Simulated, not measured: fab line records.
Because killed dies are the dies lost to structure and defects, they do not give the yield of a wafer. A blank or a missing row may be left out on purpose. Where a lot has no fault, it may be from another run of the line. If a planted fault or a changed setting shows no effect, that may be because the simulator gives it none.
A struck lot beside a sound one	flow n5-finfet	6 out of 1938 route steps
Sound: wafers L617.1, L617.3, L617.5. Struck: wafer L627.2. (L627.4 of the same lot was not struck and is left out.) The cause comes at the end.
Each step with rows lists, per side, the tool, then ch with its chambers, then its first start. Under that, the readings that differ: sound wafers	struck wafers	difference of the means	sigmas: that difference in standard deviations of wafers without a fault.
alike: a reading whose means differ by less than 2 such deviations, as well as words and numbers matching on both sides. not compared: withheld readings; readings where some wafer has no value; bounds like >300 that might hide an equal value; numbers whose values overlap and for which the record gives no deviation.
Wherever a step has rows on one side only, a row that says differs or no value, or a row with sigmas, the two part there. Numbers that don't overlap but have no deviation are shown without sigmas and don't part them. A reading missing from all wafers of one side parts the sides only when that side holds two or more wafers.

N5_START_INSPECT_01: inspects for defects (unpatterned scan).
  sound: defect-inspect-02 at day 2 12:02; struck: defect-inspect-01 at day 5 00:02
  alike: raw-defect-count
then, 2 steps without rows for these wafers: N5_ZERO_LAYER_PRECLEAN_00 (cleans in SPM, time 600 s); N5_ZERO_LAYER_SRD_01 (time 30 s, dry time 30 s).
N5_ZERO_LAYER_PECVD_02: deposits SiO2 from SiH4/N2O, target thk 10 nm, time 6 s.
  sound on pecvd-03 ch 0,1,2, day 2 12:17; struck on pecvd-01 ch 0, day 5 00:17
reading	sound	struck	difference	sigmas
model.SiO2_of_ZERO_LAYER_PECVD_02.thk-nm (nm)	10.2 10.02 10.14	10.94	+0.82	
  alike: chamber-pressure-Torr, heater-power-w, showerhead-plenum-p-Torr
then, 1 step without rows for these wafers: N5_ZERO_LAYER_HMDS_04 (time 60 s).
-- the record jumps here: 9 days lie between the struck wafers' starts before and after (it left off in module ZERO_LAYER and takes up again in module BEOL_M4, whose first step shown is number 1111 of the route) --
N5_BEOL_M4_RC_MEAS_101:
  sound on prober-02 ch 0, day 12 18:19; struck on prober-02 ch 0, day 14 04:12
reading	sound	struck	difference	sigmas
DIBL_N (mV/V)	39.6 42.2 41.9	35.2	-6.0	-2
IOFF_P (nA/um)	0.29 0.33 0.40	0.21	-0.13	-2
ION_P (uA/um)	470 479 475	457	-18	-2
VT_P (mV)	-248 -244 -241	-252	-8	-2
  alike: DIBL_P, IOFF_N, ION_N, SS_N, SS_P, VT_N

WHERE THEY PART
Within this record, at N5_BEOL_M4_RC_MEAS_101 only.

WHY: whatever the simulator had introduced
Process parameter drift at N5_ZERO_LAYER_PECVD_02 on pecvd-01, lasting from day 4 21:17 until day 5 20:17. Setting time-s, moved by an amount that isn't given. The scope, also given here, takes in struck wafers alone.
